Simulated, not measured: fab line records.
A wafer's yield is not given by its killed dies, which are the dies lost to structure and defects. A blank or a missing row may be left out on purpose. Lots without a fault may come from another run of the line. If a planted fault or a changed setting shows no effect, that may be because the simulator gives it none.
fab line records	flow nand_harc
record lots=13	wafers=38	last_day=24
route steps=1159 shown A_BLC@977 END@1159
lots with no fault: from the same line, run without faults
start_h: the number of hours between the record's first day and the start of the first shown wafer of the lot	wait_h: hours since the lot's step before	" as in the row above	L1.1+2: several wafers, shown together as one row	- no value, or no start given	* or withheld: withheld	< > ~ a bound
route shown NAME@n: a module of which the file shows steps, and the number in the route of the first	usual: the fault-free wafers' mean and standard deviation	same: alike in all rows	chamber/n: place in a boat	sites: per-site readings	_std_site: the standard deviation of these	_edge_site: the outer-site mean with the inner-site mean subtracted	radius_mm: how far each site lies from the wafer's centre	mask NAME#n: copy n	behind: the tool/chamber that last shaped the wafer	hold: reason for holding the lot/hours on hold/outcome of the hold	device: the transistor (n, p or np) that didn't switch	end of line: the same wafers' tests at the end of the route	step lacking rows: just its recipe	killed: the dies lost at the first sort to structure and to defects; this is not the yield of the wafer	map: a wafer's dies, x killed, . not, _ none there
set.NAME: the setting that was run; set.NAME@STEP: the one run at that earlier step	model.NAME: the simulator's own value behind a step, which no gauge read
a sample of lots followed through the steps of the route, with each step as a table and each wafer as a row
services: when a tool's chamber went out of use (start_h, in hours from the record's first day, below 0 if earlier), for how many hours, and the reason
## steps
# step NHARC_A_BLC_DESCUM_15
# recipe time_s=3	o2_flow_sccm=200	ar_flow_sccm=0	bias_power_w=0	chemistry=O2
# usual drypump_motor_current_A=5.9/0.45	oes_product_au=0.997/0.009	rf_vpp_V=57.7/0.84	showerhead_plenum_p_Torr=1.89/0.088	throttle_valve_pct=11.312/0.0096
lot.wafer	tool	chamber	start_h	wait_h	drypump_motor_current_A	oes_product_au	rf_hours_counter_h	rf_vpp_V	showerhead_plenum_p_Torr	throttle_valve_pct
L962.3	rie_diel-08	2	398.71	0.1	6.0	1.006	8	58.6	1.94	11.318
L962.2	"	0	"	"	5.8	1.008	8	58.0	1.97	11.311
L962.6	"	2	"	"	6.0	0.998	-	57.8	1.94	11.307
L961.3	rie_diel-04	3	405.20	0.1	6.4	0.994	14	56.4	1.78	11.305
L961.2	"	2	"	"	5.7	0.998	14	57.1	1.78	11.309
L961.5	"	0	"	"	5.9	0.995	-	58.5	2.02	11.300
L964.3	rie_diel-08	1	417.31	0.1	6.7	0.985	11	58.7	1.85	11.314
L964.2	"	3	"	"	5.9	0.993	10	57.0	1.82	11.316
L964.5	"	1	"	"	6.8	0.998	-	57.9	1.85	11.307
L965.3	rie_diel-04	2	421.95	0.1	5.7	1.001	16	57.9	1.78	11.324
L965.4	"	0	"	"	5.9	0.994	-	57.7	2.02	11.305
L965.5	"	2	"	"	5.7	0.992	-	57.6	1.78	11.321
L960.4	rie_diel-08	3	426.62	0.1	5.9	0.996	12	56.5	1.82	11.310
L960.2	"	1	"	"	6.7	1.001	12	58.3	1.85	11.315
L960.6	"	3	"	"	5.9	0.990	-	56.7	1.82	11.298
L971.2	rie_diel-08	3	447.63	0.1	5.9	0.999	13	57.1	1.82	11.296
L971.4	"	0	"	"	5.8	0.982	12	57.4	1.97	11.309
L973.3	rie_diel-04	2	461.03	0.1	5.7	0.982	22	56.6	1.78	11.310
L973.1	"	3	"	"	6.3	1.000	21	58.6	1.78	11.320
L973.6	"	0	"	"	5.9	0.989	-	57.7	2.02	11.319
L972.4	rie_diel-08	2	472.71	0.1	6.0	0.997	16	56.7	1.94	11.317
L972.1	"	3	"	"	5.9	1.009	16	58.6	1.82	11.297
L972.3	"	0	"	"	5.8	1.004	15	58.5	1.97	11.321
L975.2	rie_diel-04	3	485.74	0.1	6.3	1.014	1	57.8	1.78	11.316
L975.1	"	1	"	"	5.1	0.998	2	57.7	1.86	11.306
L975.6	"	3	"	"	6.4	1.018	-	56.9	1.78	11.321
L980.3	rie_diel-13	2	496.03	0.1	5.5	1.006	12	57.6	2.07	11.315
L980.4	"	0	"	"	5.3	1.010	12	57.6	1.95	11.316
L980.5	"	2	"	"	5.5	1.016	-	59.7	2.07	11.313
L979.3	rie_diel-13	3	506.24	0.1	5.8	1.001	13	58.5	2.05	11.301
L979.2	"	0	"	"	5.3	0.994	16	57.7	1.95	11.324
L979.5	"	2	"	"	5.5	1.008	-	60.5	2.07	11.302
L981.4	rie_diel-04	3	517.08	0.1	6.4	1.010	4	58.5	1.78	11.309
L981.2	"	0	"	"	5.9	0.990	4	58.2	2.02	11.336
L981.1	"	1	"	"	5.1	0.998	5	58.3	1.86	11.320
L983.2	rie_diel-04	3	527.92	0.1	6.4	1.015	5	55.2	1.78	11.315
L983.5	"	0	"	"	5.9	1.000	-	58.7	2.02	11.305
L983.6	"	1	"	"	5.1	1.004	-	57.4	1.85	11.319
# step NHARC_A_BLC_ETCH_17
# recipe target_depth_a=3900	over_etch_frac=0.25	time_s=609.38	ion_energy_ev=200	n2_flow_sccm=150	h2_flow_sccm=150	ar_flow_sccm=0	rf_w=400	bias_w=150	chemistry=N2/H2
# usual drypump_motor_current_A=5.9/0.44	oes_product_au=0.998/0.0087	rf_vpp_V=429.5/2.7	showerhead_plenum_p_Torr=2.00/0.095	throttle_valve_pct=14.171/0.009
lot.wafer	tool	chamber	start_h	wait_h	drypump_motor_current_A	oes_product_au	rf_hours_counter_h	rf_vpp_V	showerhead_plenum_p_Torr	throttle_valve_pct
L962.3	rie_diel-08	3	398.92	-	5.9	0.999	8	426.9	1.94	14.165
L962.2	"	0	"	"	5.8	0.997	8	430.7	2.10	14.170
L962.6	"	2	"	"	6.0	0.986	-	432.1	2.07	14.166
L961.3	rie_diel-04	3	405.42	-	6.4	1.005	14	425.2	1.90	14.183
L961.2	"	0	"	"	5.9	0.990	15	433.7	2.16	14.158
L961.5	"	3	"	"	6.4	1.004	-	427.8	1.90	14.169
L964.2	rie_diel-08	3	417.58	-	5.9	1.001	10	427.7	1.94	14.178
L964.3	"	0	"	"	5.8	0.993	9	431.6	2.10	14.177
L964.5	"	0	"	"	5.8	0.981	-	432.4	2.10	14.168
L965.3	rie_diel-04	0	422.19	-	5.9	0.986	17	434.2	2.16	14.173
L965.5	"	2	"	"	5.7	1.000	-	425.9	1.89	14.166
L965.4	"	0	"	"	5.9	0.993	-	432.8	2.16	14.171
L960.4	rie_diel-08	0	426.78	-	5.8	0.993	10	430.8	2.10	14.189
L960.2	"	2	"	"	6.0	0.992	11	430.8	2.07	14.167
L960.6	"	1	"	"	6.8	1.003	-	428.9	1.97	14.173
L971.4	rie_diel-08	1	447.90	-	6.8	0.886	14	429.0	1.97	14.173
L971.2	"	2	"	"	6.0	1.001	13	432.7	2.07	14.170
L973.3	rie_diel-04	2	461.19	-	5.7	1.010	22	426.0	1.89	14.188
L973.1	"	3	"	"	6.4	0.996	21	426.6	1.90	14.176
L973.6	"	2	"	"	5.7	1.008	-	427.4	1.89	14.175
L972.4	rie_diel-08	3	472.88	-	5.9	0.885	16	425.7	1.94	14.172
L972.1	"	0	"	"	5.8	0.875	15	432.4	2.10	14.168
L972.3	"	1	"	"	6.8	0.999	17	429.1	1.97	14.169
L975.1	rie_diel-04	2	485.92	-	5.7	0.989	1	425.8	1.89	14.181
L975.2	"	3	"	"	6.4	1.016	1	427.6	1.90	14.165
L975.6	"	3	"	"	6.4	1.014	-	426.7	1.90	14.173
L980.3	rie_diel-13	2	496.38	-	5.5	1.006	13	434.0	2.21	14.165
L980.4	"	0	"	"	5.4	1.005	12	432.0	2.08	14.169
L980.5	"	1	"	"	5.4	1.016	-	430.6	2.04	14.165
L979.3	rie_diel-13	2	506.49	-	5.5	1.002	16	434.2	2.21	14.168
L979.2	"	3	"	"	5.8	0.991	13	434.4	2.19	14.166
L979.5	"	2	"	"	5.5	1.016	-	435.4	2.21	14.172
L981.4	rie_diel-04	3	517.29	-	6.4	1.010	4	426.9	1.89	14.187
L981.2	"	0	"	"	5.9	0.994	4	434.0	2.15	14.178
L981.1	"	1	"	"	5.1	1.000	5	428.9	1.98	14.163
L983.2	rie_diel-04	1	528.20	-	5.1	0.997	6	430.1	1.98	14.167
L983.6	"	2	"	"	5.7	0.993	-	427.3	1.89	14.174
L983.5	"	3	"	"	6.4	1.023	-	425.3	1.89	14.183
# step NHARC_A_BLC_DEGAS_30
# recipe temp_c=300	time_s=60
# usual heater_power_w=456/33
lot.wafer	tool	chamber	start_h	wait_h	heater_power_w
L962.3	pvd_sputter-03	-	400.27	-	446
L962.2	"	-	"	"	462
L962.6	"	-	"	"	436
L961.2	pvd_sputter-03	-	406.79	-	444
L961.3	"	-	"	"	470
L961.5	"	-	"	"	446
L964.2	pvd_sputter-03	-	419.07	-	447
L964.3	"	-	"	"	475
L964.5	"	-	"	"	470
L965.3	pvd_sputter-03	-	423.72	-	463
L965.4	"	-	"	"	467
L965.5	"	-	"	"	470
L960.2	pvd_sputter-03	-	428.18	-	451
L960.4	"	-	"	"	446
L960.6	"	-	"	"	440
L971.2	pvd_sputter-01	-	449.25	-	497
L971.4	"	-	"	"	443
L973.3	pvd_sputter-02	-	462.59	-	449
L973.1	"	-	"	"	478
L973.6	"	-	"	"	435
L972.1	pvd_sputter-01	-	474.29	-	450
L972.3	"	-	"	"	421
L972.4	"	-	"	"	431
L975.1	pvd_sputter-03	-	487.33	-	465
L975.2	"	-	"	"	438
L975.6	"	-	"	"	467
L980.3	pvd_sputter-03	-	497.74	-	455
L980.4	"	-	"	"	442
L980.5	"	-	"	"	452
L979.2	pvd_sputter-03	-	508.05	-	444
L979.3	"	-	"	"	445
L979.5	"	-	"	"	454
L981.2	pvd_sputter-03	-	518.65	-	455
L981.1	"	-	"	"	434
L981.4	"	-	"	"	443
L983.2	pvd_sputter-02	-	529.49	-	598
L983.6	"	-	"	"	451
L983.5	"	-	"	"	436
# step NHARC_A_BLC_CVD_24
# recipe target_thk_a=1500	temp_c=300	pressure_torr=40	wf6_flow_sccm=40	h2_flow_sccm=1600	ar_flow_sccm=1560	time_s=434	material=W
# usual heater_power_w=484/58	throttle_valve_pct=7.6/0.38
lot.wafer	tool	chamber	start_h	wait_h	heater_power_w	throttle_valve_pct
L962.2	cvd_w-02	0	-	-	453	7.6
L962.3	"	1	"	"	433	7.5
L962.6	"	0	"	"	448	7.5
L961.2	cvd_w-02	1	-	-	435	7.2
L961.3	"	1	"	"	446	7.3
L961.5	"	0	"	"	460	7.5
L964.2	cvd_w-02	1	-	-	432	7.1
L964.3	"	1	"	"	433	7.3
L964.5	"	0	"	"	451	7.4
L965.4	cvd_w-01	1	-	-	448	8.1
L965.3	"	0	"	"	576	7.2
L965.5	"	1	"	"	468	8.2
L960.2	cvd_w-02	0	-	-	459	7.8
L960.4	"	0	"	"	458	7.7
L960.6	"	0	"	"	462	7.7
L971.2	cvd_w-01	1	-	-	455	8.0
L971.4	"	0	"	"	578	7.4
L973.1	cvd_w-01	0	-	-	576	7.4
L973.3	"	1	"	"	467	8.3
L973.6	"	1	"	"	467	8.3
L972.1	cvd_w-02	0	-	-	461	7.7
L972.3	"	1	"	"	428	7.6
L972.4	"	0	"	"	456	7.7
L975.2	cvd_w-01	1	-	-	457	8.2
L975.1	"	0	"	"	576	7.4
L975.6	"	0	"	"	573	7.2
L980.3	cvd_w-01	0	-	-	571	7.3
L980.4	"	1	"	"	447	8.1
L980.5	"	0	"	"	571	7.2
L979.2	cvd_w-02	1	-	-	434	7.2
L979.3	"	0	"	"	455	7.5
L979.5	"	1	"	"	442	7.5
L981.2	cvd_w-01	0	-	-	590	7.3
L981.1	"	1	"	"	449	7.9
L981.4	"	0	"	"	582	7.1
L983.2	cvd_w-02	1	-	-	425	7.8
L983.6	"	1	"	"	438	7.3
L983.5	"	0	"	"	466	7.7
# step NHARC_END_SORT_01
# recipe temp_c=25
# usual killed_at_array=21/8.9	killed_at_other=0.8/1.3	killed_at_periphery=3.6/2.4	killed_dies=26/8.9	killed_open=3.1/1.8	killed_short=1.9/1.3
# same gross_dies=677
lot.wafer	tool	chamber	start_h	wait_h	killed_at_array	killed_at_other	killed_at_periphery	killed_dies	killed_open	killed_short
L971.2	prober-02	0	494.60	2.8	14	0	5	19	3	4
L971.4	prober-02	0	496.17	3.4	64	0	4	68	2	0
L972.1	prober-02	0	528.56	2.5	165	0	4	169	3	4
L972.3	prober-02	0	530.17	3.1	20	2	4	26	6	1
L972.4	prober-02	0	530.97	3.4	128	1	5	134	6	2
# killed by level:class
L971.2 A_CONTACT:chamber_film_flake=4 A_CHANNEL_HOLE_D1:chamber_film_flake=3 P_M1:chamber_film_flake=2 P_STI:geometric_particle:open=1 P_GATE:geometric_particle:short=1 A_CHANNEL_FILL_D1:geometric_particle:short=1 A_SGD_CUT:geometric_particle:open=1 A_WL_FILL:geometric_particle:short=1
L971.4 A_BLC:area_etch=56 P_M1:chamber_film_flake=4 A_CONTACT:chamber_film_flake=4 A_CHANNEL_HOLE_D1:geometric_particle:open=1 A_M0:geometric_particle:open=1 A_CHANNEL_HOLE_D1:chamber_film_flake=1 A_WL_FILL:chamber_film_flake=1
L972.1 A_BLC:area_etch=141 A_SLIT:chamber_film_flake=11 A_CHANNEL_HOLE_D1:chamber_film_flake=4 A_WL_FILL:geometric_particle:short=2 P_STI:chamber_film_flake=2 P_M0:geometric_particle:open=1 A_CHANNEL_FILL_D1:geometric_particle:open=1 A_CHANNEL_FILL_D1:geometric_particle:short=1
L972.3 A_SLIT:chamber_film_flake=11 A_CONTACT:geometric_particle:open=3 A_CONTACT:chamber_film_flake=3 P_CONTACT:geometric_particle:open=2 A_CHANNEL_HOLE_D1:chamber_film_flake=2 THIN_TSV:chamber_film_flake=2 P_GATE:geometric_particle:open=1 A_ONON_D1:geometric_particle:short=1
L972.4 A_BLC:area_etch=115 A_SLIT:chamber_film_flake=5 A_WL_FILL:geometric_particle:open=2 P_CONTACT:geometric_particle:open=1 P_CONTACT:geometric_particle:short=1 P_M1:geometric_particle:open=1 A_ONON_D1:geometric_particle:short=1 A_CONTACT:geometric_particle:open=1
## services
tool	chamber	start_h	hours	kind
cvd_w-02	-	379.06	13.0	pm
pvd_sputter-02	-	392.04	10.0	pm
rie_diel-04	0	395.98	-	clean
rie_diel-04	1	395.98	-	clean
rie_diel-04	2	395.98	-	clean
rie_diel-04	3	395.98	-	clean
pvd_sputter-03	-	397.09	2.5	repair
rie_diel-08	0	410.20	6.9	repair
rie_diel-04	3	418.59	6.9	repair
rie_diel-04	0	420.48	-	clean
rie_diel-04	0	436.96	6.9	repair
cvd_w-02	0	450.66	21.1	repair
rie_diel-13	-	453.05	9.0	pm
pvd_sputter-03	-	458.00	10.0	pm
rie_diel-04	-	465.98	9.0	pm
rie_diel-13	3	476.71	3.8	repair
rie_diel-08	-	478.80	9.0	pm
cvd_w-01	-	480.71	13.0	pm
rie_diel-13	0	485.75	2.5	repair
pvd_sputter-02	-	495.66	7.5	repair
rie_diel-04	-	500.12	0.5	repair
rie_diel-08	0	501.42	9.7	repair
rie_diel-08	1	513.56	11.1	repair
pvd_sputter-01	-	514.37	10.0	pm
## key
first_sign step=NHARC_A_BLC_ETCH_17	reading=oes_product_au	direction=down	sigmas=13	usual=0.998	struck=0.882
effect step=NHARC_END_SORT_01	reading=killed_dies	direction=up	sigmas=11	usual=26	struck=124
more_kills_born_at NHARC_A_BLC_ETCH_17@rie_diel-08=312
met_at NHARC_A_BLC_ETCH_17
struck_lots L971,L972
struck_wafers L971.4,L972.1,L972.4
tester_left_out L971,L972
not_acting_at NHARC_A_BLC_DESCUM_15,NHARC_A_BLC_DEGAS_30,NHARC_A_BLC_CVD_24
onset_between 426.78 447.90
fault kind=process_parameter_drift	tool=rie_diel-08	chamber=-	onset_h=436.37	steps=NHARC_A_BLC_ETCH_17	channel=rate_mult	offset=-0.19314	shape=step	end_h=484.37	scope=struck_wafers_only
# tester_left_out: of these lots the tester's yield and bins aren't shown, on N5 and GAA mostly nor the transistor test; their killed dies are dies lost to structure and defects alone, not to doping, threshold or leakage, so they don't give the yield
